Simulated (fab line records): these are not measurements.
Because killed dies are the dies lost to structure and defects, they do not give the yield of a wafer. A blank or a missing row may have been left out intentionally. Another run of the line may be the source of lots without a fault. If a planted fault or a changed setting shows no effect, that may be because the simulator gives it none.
Split-lot experiment ; flow n5-finfet ; 7 lots, 21 wafers read, on a route of 1938 steps

ABOUT THE SPLIT
At N5_BEOL_M1_COAT_67 (time 60 s, resist thk 60 nm), the setting spin-rpm was moved away from the recipe's 1500 rpm on 8 of the 21 wafers read, by -10.5% to +6.5%. This setting was run at the recipe's value on the other wafers.

FROM THE SPLIT TO THE READING: what the file shows between them, 8 steps
- N5_BEOL_M1_DESCUM_33: chemistry O2, time 7 s (also split here: time-s)
- N5_BEOL_M1_ETCH_77: etches underlayer in N2/H2, target depth 6.5 nm, time 5.2 s
- N5_BEOL_M1_ETCH_69: etches SiARC in CF4, target depth 15.6 nm, time 26 s
- N5_BEOL_M1_ALD_98: deposits SiO2, target thk 2.5 nm, pulse time 1 s, co reactant pulse time 1 s
- N5_BEOL_M1_ETCHBACK_99: etches SiO2 in CHF3, target depth 5 nm, time 10.4 s
- N5_BEOL_M1_ETCH_70: etches SOC in N2/H2, target depth 80 nm, overetch 16 nm, time 120 s
- N5_BEOL_M1_STRIP_71: strips in N2/H2
- N5_BEOL_M1_STRIP_78: strips in N2/H2

THE READING
SOC_of_BEOL_M1_COAT_67.thk-nm (the simulator's own value, which no gauge read), in nm, at N5_BEOL_M1_VIA_ETCH_34 (etches the open film in C4F6/O2, target depth 67.8 nm, time 64.4 s). The file gives no usual value for it. Average 52.1 nm, standard deviation 0.31 nm, over the 13 wafers here run with the recipe.

wafer;tool, chamber at the split;spin-rpm as run, rpm;against the recipe;SOC_of_BEOL_M1_COAT_67.thk-nm, nm;against lot-mates on the recipe
L082.1;litho-track-05, 0;1500;recipe;51.6;-
L082.2;litho-track-05, 0;1348;-10.1%;55.2;+3.6
L082.6;litho-track-05, 0;1348;-10.1%;55.4;+3.8
L083.1;litho-track-02, 0;1500;recipe;51.8;-
L083.4;litho-track-02, 0;1500;recipe;52.2;-
L083.6;litho-track-02, 0;1500;recipe;52.2;-
L087.1;litho-track-04, 0;1500;recipe;52.6;-
L087.4;litho-track-04, 0;1500;recipe;52.6;-
L087.6;litho-track-04, 0;1500;recipe;52;-
L090.2;litho-track-02, 0;1500;recipe;52.2;-
L090.5;litho-track-02, 0;1500;recipe;52.2;-
L090.3;litho-track-02, 0;1500;recipe;52.4;-
L092.1;litho-track-05, 0;1597;+6.5%;50.4;-1.8
L092.3;litho-track-05, 0;1500;recipe;52.2;-
L092.5;litho-track-05, 0;1597;+6.5%;50.8;-1.4
L093.3;litho-track-04, 0;1343;-10.5%;55.6;+3.4
L093.4;litho-track-04, 0;1343;-10.5%;55.6;+3.4
L093.6;litho-track-04, 0;1500;recipe;52.2;-
L094.1;litho-track-02, 0;1381;-7.9%;54.6;+3.0
L094.5;litho-track-02, 0;1500;recipe;51.6;-
L094.6;litho-track-02, 0;1381;-7.9%;54.8;+3.2

FIT RESULTS
A straight line over all 21 wafers: SOC_of_BEOL_M1_COAT_67.thk-nm changes by -0.305 nm for each +1% of spin-rpm; r = -0.98; the points scatter about the line by 0.3 nm.
The same after taking each lot's own level away (the mean of its wafers on the recipe; 21 wafers): -0.332 nm for each +1%; r = -0.99; scatter 0.28 nm.
That fit puts the effect of the largest move of spin-rpm on the reading at 3.5 nm.
The lots' own levels span 51.60 to 52.40 nm, that is 2.6 times the standard deviation above.
The two slopes agree, so the slope changes little with the lot-to-lot level.
Check: for one of the wafers moved furthest among these (-10.5%), held out of the fit, the line's prediction against its lot-mates is +3.64 nm. It came out at +3.4 nm against them.

THESE WAFERS: OTHER SPLITS
Other splits were also applied to these wafers ahead of the reading. Each is held against what the fit with the lots' levels taken away leaves over:
other split on the same wafers;wafers away from the commonest value;r with SOC_of_BEOL_M1_COAT_67.thk-nm (lot level and that fit taken away)
N5_MOL_CONTACT_COAG_ETCH_105 bias-w;7;-0.05
N5_MOL_CONTACT_COAG_ETCHBACK_136 target-depth-a;10;-0.15
N5_MOL_CONTACT_COAG_VIA_ETCH_117 bias-w;6;-0.06
N5_BEOL_M0_SAQP_PECVD_00 time-s;9;+0.23
N5_BEOL_M0_SAQP_HM_DEP_02 target-thk-a;4;+0.16
N5_BEOL_M0_SAQP_SPACER2_ALD_26 target-thk-a;9;+0.05
N5_BEOL_M0_SAQP_SPACER2_ETCHBACK_27 time-s;3;+0.15
N5_BEOL_M1_DESCUM_33 time-s;6;-0.28

THE WHOLE CHAIN: every reading that the file lists as answering this split, in the file's order
step;what it does;reading;change (the file's fit);r (the file's)
N5_BEOL_M1_COAT_67;time 60 s, resist thk 60 nm;SOC_of_BEOL_M1_COAT_67.thk-nm (the simulator's own value, which no gauge read);-0.333 nm for each +1% of the setting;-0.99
N5_BEOL_M1_ETCH_70;etches SOC in N2/H2, target depth 80 nm, overetch 16 nm, time 120 s;etch.depth-nm (the simulator's own value, which no gauge read);-0.329 nm for each +1% of the setting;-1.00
N5_BEOL_M1_VIA_ETCH_34;etches the open film in C4F6/O2, target depth 67.8 nm, time 64.4 s;SOC_of_BEOL_M1_COAT_67.thk-nm (the simulator's own value, which no gauge read);-0.341 nm for each +1% of the setting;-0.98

THE FILE'S OWN FIT
SOC_of_BEOL_M1_COAT_67.thk-nm changes by -0.341 nm for each +1% of spin-rpm, r = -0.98.
